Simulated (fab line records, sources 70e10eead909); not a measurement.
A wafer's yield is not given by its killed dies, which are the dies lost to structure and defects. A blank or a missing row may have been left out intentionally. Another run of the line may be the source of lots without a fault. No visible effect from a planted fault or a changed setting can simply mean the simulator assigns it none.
Problem report in the 8D (eight disciplines) form, filled by code -- flow nand_harc -- the parts of the form that need people (team, actions taken, sign-off) are left out

1. PROBLEM STATEMENT
On 3 wafers of 1 lot, run_length_s at NHARC_A_WL_FILL_ETCHBACK_17 has a mean of 35.7 s; fault-free wafers read 48.0 s, standard deviation 0.37. That puts it -33 standard deviations away from the usual mean.
The step: etches the open film in Cl2/BCl3, target depth 4 nm, time 26.7 s.
Seen first at day 28 00:31 on rie_metal-02, wafer L450.2. Wafers with a number at this step in the record: 39, from 13 lots. Rule for "out" (also "out of limits"): further than 4 standard deviations from the usual mean. Any other wafer with a number is counted as sound.

2. WHAT IT IS AND WHAT IT IS NOT
question,is,is not
which readings at this step,run_length_s,drypump_motor_current_A
which lots,L450,"L435, L437, L438, L439, L442, L443, L446, L447, L454, L455, L456, L457"
which wafers of those lots,all that have a number,-
read on which tools,rie_metal-02,"rie_metal-01, rie_metal-03"
when,from day 28 00:31,"up to then (24 sound wafers); but 12 sound wafers of L454, L455, L456, L457 came after"

3. THE SUSPECTS, EACH WITH WHAT RULES IT OUT
Counting: any tool at a process step up to the reading is kept as a suspect provided that every lot that is out went through it and no sound lot did after the first of them.
- rie_diel-11 at NHARC_A_SLIT_ETCH_29 (etches the open film in CF4/O2, target depth 100 nm, overetch 10 nm, time 55 s): ruled out as a lasting fault. Sound lots L457 ran on it after its first lot that is out, L450 (day 27 05:24).
- rie_diel-10 at NHARC_A_WL_FILL_STRIP_29 (strips in O2, time 20 s): ruled out as a lasting fault. Sound lots L456 ran on it after its first lot that is out, L450 (day 28 00:25).
- rie_metal-02 at NHARC_A_WL_FILL_ETCHBACK_17 (etches the open film in Cl2/BCl3, target depth 4 nm, time 26.7 s): kept. It ran the lot that is out, L450 (day 28 00:31), and no sound lot after that; its last sound lot up to then is L447 (day 25 22:49). Its own readings are out on those wafers: run_length_s.
Remaining after the count: rie_metal-02 at NHARC_A_WL_FILL_ETCHBACK_17.

4. THE CAUSE (what the simulator had put in)
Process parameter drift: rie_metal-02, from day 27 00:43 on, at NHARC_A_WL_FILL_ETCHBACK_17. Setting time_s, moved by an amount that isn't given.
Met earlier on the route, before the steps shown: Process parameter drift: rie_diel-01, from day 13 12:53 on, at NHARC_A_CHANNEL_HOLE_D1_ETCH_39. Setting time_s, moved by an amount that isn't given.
After counting, this tool was the only one left.

5. THE CHAIN OF EFFECTS, in route order
Each row: a reading whose mean over the struck wafers that have a number lies more than 3 standard deviations from the usual. Readings are gone through only where the record gives a usual standard deviation; hours: the median, over the lots, of the time from a lot's start at the first step in this table giving one to that lot's start at this step; sigmas: the change measured in usual standard deviations.
hours,step,reading,usual,on struck wafers,change,sigmas
0,NHARC_A_WL_FILL_ETCHBACK_17,run_length_s,48.0 s,35.7,-12.3,-33
Its process steps:
- NHARC_A_WL_FILL_ETCHBACK_17: etches the open film in Cl2/BCl3, target depth 4 nm, time 26.7 s.

6. WHAT WOULD HAVE CAUGHT IT SOONER
In this record no reading fell out of limits until day 28 00:31, 24 hours after the fault had begun at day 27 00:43.
